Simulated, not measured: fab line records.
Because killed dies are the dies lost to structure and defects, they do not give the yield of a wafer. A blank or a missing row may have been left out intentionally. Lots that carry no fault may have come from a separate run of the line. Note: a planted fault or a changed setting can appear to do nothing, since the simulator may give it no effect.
Matching of chambers    flow nand-harc    rie-diel-01 running NHARC_P_BONDPAD_DESCUM_11: 4 sister chambers
The step chemistry O2, time 3 s. 14 wafers are shown with their chamber, then 7 later ones without.

## WAFERS PAIRED WITH THEIR CHAMBERS
wafer   chamber  drypump-motor-current-A (A)  showerhead-plenum-p-Torr (Torr)  oes-product-au (a.u.)
L707.1  3        6.6                          1.96                             0.987
L707.2  0        6.5                          1.97                             0.984
L707.6  1        5.9                          2.01                             1.004
L708.2  1        5.9                          2.01                             1.003
L708.3  3        6.7                          1.96                             0.999
L708.5  3        6.7                          1.96                             1.001
L716.1  0        6.5                          1.97                             1.001
L716.2  1        5.9                          2.01                             0.998
L716.3  2        4.9                          2.03                             0.990
L721.2  3        6.7                          1.95                             0.994
L721.3  2        4.9                          2.03                             1.000
L721.6  0        6.5                          1.97                             0.999
L720.3  0        6.5                          1.97                             0.999
L720.5  3        6.7                          1.95                             0.991

SIGNATURES, as means of the wafers listed above
reading                   chamber 0  chamber 1  chamber 2  chamber 3  scatter within a chamber
drypump-motor-current-A   6.500      5.900      4.900      6.680      0.0283
showerhead-plenum-p-Torr  1.9700     2.0100     2.0300     1.9560     0.00346
oes-product-au            0.99575    1.00167    0.99500    0.99440    0.00623
Rule: for each reading, subtract the chamber's mean from the wafer's reading, divide by that reading's scatter and square the result; add these up over the readings and take the root, which gives the wafer's distance from the chamber. The wafer belongs to the nearest chamber; if the next one is less than 2 further off, it can't be placed. How the scatter is found: for the shown wafers, subtract from each reading the mean of its chamber, square and add these, divide the total by (wafers less chambers), then take the root.

## WAFERS WHOSE CHAMBER IS MISSING
wafer   drypump-motor-current-A (A)  showerhead-plenum-p-Torr (Torr)  oes-product-au (a.u.)
L720.6  4.9                          2.03                             1.008
L724.1  6.5                          1.97                             0.998
L724.2  5.9                          2.01                             1.003
L724.4  4.9                          2.03                             1.002
L723.2  6.5                          1.97                             0.990
L723.3  4.9                          2.03                             0.996
L723.6  6.5                          1.97                             1.001

## CHAMBER TAKEN BY EACH
wafer   from the rows above  in truth
L720.6  2                    2
L724.1  0                    0
L724.2  1                    1
L724.4  2                    2
L723.2  0                    0
L723.3  2                    2
L723.6  0                    0
7 of 7 placed correctly. Number that these rows cannot place: 0. Number placed wrongly: 0.
